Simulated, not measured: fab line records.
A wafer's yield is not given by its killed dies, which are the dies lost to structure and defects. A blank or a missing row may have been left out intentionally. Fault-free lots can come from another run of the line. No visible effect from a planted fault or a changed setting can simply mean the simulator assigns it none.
Problem report, 8D (eight disciplines) form, completed by code :: flow n5-finfet :: the parts of the form that need people (team, actions taken, sign-off) are left out

== 1. THE PROBLEM ==
cd-nm at N5_MOL_CONTACT_COAG_CD_MEAS_40 reads a mean of 22.95 nm on 4 wafers of 3 lots; wafers without a fault read 25.09 nm with a standard deviation of 0.25. That puts it -8.6 standard deviations away from the usual mean.
The step: target cd 25.1 nm.
Earliest sighting: wafer L476.1 on cd-sem-03 at day 8 01:09. Wafers with a number at this step in the record: 21, from 8 lots. Rule for "out", or "out of limits": more than 4 standard deviations from the usual mean. Any other wafer with a number is counted as sound.

== 2. WHAT IT IS, WHAT IT ISN'T ==
question: which readings at this step
is: cd-nm
is not: -

question: which lots
is: L476, L478, L479
is not: L465, L468, L480, L484, L487

question: which wafers of those lots
is: L476.1, L478.1, L479.1, L479.2
is not: L476.4, L478.4

question: read on which gauges
is: cd-sem-01, cd-sem-03
is not: cd-sem-02

question: when
is: from day 8 01:09
is not: up to then (7 sound wafers); but 10 sound wafers of L478, L480, L484, L487 came after

== 3. THE SUSPECTS, EACH WITH WHAT RULES IT OUT ==
Counting: a tool at a process step up to the reading stays a suspect if it ran every lot that is out. Sound lots after the first of them don't rule it out here, since some wafers of a struck lot are sound.
- ruled out: the gauge at N5_MOL_CONTACT_COAG_CD_MEAS_40. Those wafers that are out were read across 2 gauges (cd-sem-01, cd-sem-03).
- euv-scanner-02 at N5_MOL_CONTACT_COAG_EXPOSE_37 (exposes mask VD, defocus 0 nm): kept. It ran every lot that is out, first L476 (day 8 01:01); its last sound lot up to then is L468 (day 5 20:52).
Remaining after the count: euv-scanner-02 at N5_MOL_CONTACT_COAG_EXPOSE_37.

== 4. THE CAUSE (what the simulator had put in) ==
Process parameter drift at N5_MOL_CONTACT_COAG_EXPOSE_37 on euv-scanner-02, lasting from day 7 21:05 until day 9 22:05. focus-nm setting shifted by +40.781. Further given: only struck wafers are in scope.
Only this tool survived the counting.

== 5. SEQUENCE OF EFFECTS, ordered by route ==
Rows list readings where the struck wafers' mean (over those with a number) sits beyond 3 standard deviations from the usual. Readings are gone through only where the record gives a usual standard deviation; hours: the median, over the lots, of the time from a lot's start at the first step in this table giving one to that lot's start at this step; sigmas: the change measured in usual standard deviations.
hours: 0
step: N5_MOL_CONTACT_COAG_CD_MEAS_40
reading: cd-nm
usual: 25.09 nm
on struck wafers: 22.95
change: -2.14
sigmas: -8.6

hours: 1
step: N5_MOL_CONTACT_COAG_CD_MEAS_101
reading: cd-nm
usual: 15.9 nm
on struck wafers: 14.1
change: -1.8
sigmas: -5.3

hours: 163
step: N5_PASSIVATION_PROBE_49
reading: defect-limited-yield
usual: 91.3 %
on struck wafers: 0.0
change: -91.3
sigmas: -61

hours: 163
step: N5_PASSIVATION_PROBE_49
reading: killed-at-contacts
usual: 13
on struck wafers: 1072
change: +1058
sigmas: +99 or more

hours: 163
step: N5_PASSIVATION_PROBE_49
reading: killed-dies
usual: 103
on struck wafers: 1180
change: +1077
sigmas: +63

hours: 163
step: N5_PASSIVATION_PROBE_49
reading: killed-on-rim
usual: 13
on struck wafers: 152
change: +139
sigmas: +33

hours: 163
step: N5_PASSIVATION_PROBE_49
reading: sort-n-pass
usual: 1077
on struck wafers: 0
change: -1077
sigmas: -63

hours: 163
step: N5_PASSIVATION_PROBE_49
reading: sort-yield-pct
usual: 91.3 %
on struck wafers: 0.0
change: -91.3
sigmas: -61
It contains these process steps:
- N5_PASSIVATION_PROBE_49

== 6. HOW IT WOULD HAVE BEEN CAUGHT EARLIER ==
4 hours passed between the start of the fault at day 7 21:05 and the first reading out of limits at a measuring or inspecting step in this record, taken at day 8 01:09.
Among the 3 lots that are out, L478, L479 began N5_MOL_CONTACT_COAG_EXPOSE_37 on euv-scanner-02 after day 8 01:09. A hold on the tool at that time would have spared those 2.
